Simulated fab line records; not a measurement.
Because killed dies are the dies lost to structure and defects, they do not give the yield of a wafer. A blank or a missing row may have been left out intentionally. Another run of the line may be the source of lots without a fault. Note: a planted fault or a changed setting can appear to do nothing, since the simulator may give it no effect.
Which of the tools did it? | flow nand_harc | 6 lots, 18 wafers sampled, at 1 step of a route of 1302

WHAT THE GAUGES READ, wafer by wafer
NHARC_A_STAIRCASE_INSPECT_155.
lot  | measured     | on                | raw_defect_count
L734 | day 20 11:56 | defect_inspect-01 | 451 560 448
L739 | day 23 01:53 | defect_inspect-01 | 536 431 499
L746 | day 25 15:41 | defect_inspect-01 | 488 487 620
L748 | day 26 14:59 | defect_inspect-02 | 421 433 570
L750 | day 27 02:29 | defect_inspect-01 | 314 470 295
L753 | day 28 23:42 | defect_inspect-01 | 302 479 455

TOOL THAT RAN EACH LOT (tool first, then ch and the chambers of the sampled wafers, then the start)
No process step before these readings appears in the record.

THE ANSWER, worked out from the rows above alone
Rule: usual is defined by the lots themselves. The widest of any qualifying gaps counts: lots, ordered by their means at a reading, are off when they make up no more than a third of the lots, leave a main group of 4 or more, and stand apart from it by 3 or more times the standard deviation of that group's means. Not used: any main group whose means are identical at the precision the tables above print for the reading. Also off: a lot with no number at a reading for which 4 or more lots have one. All remaining lots with rows at the step are treated as sound.
No lot is off on any of the readings shown, so nothing can be concluded from this.

WHAT THE SIMULATOR PUT IN
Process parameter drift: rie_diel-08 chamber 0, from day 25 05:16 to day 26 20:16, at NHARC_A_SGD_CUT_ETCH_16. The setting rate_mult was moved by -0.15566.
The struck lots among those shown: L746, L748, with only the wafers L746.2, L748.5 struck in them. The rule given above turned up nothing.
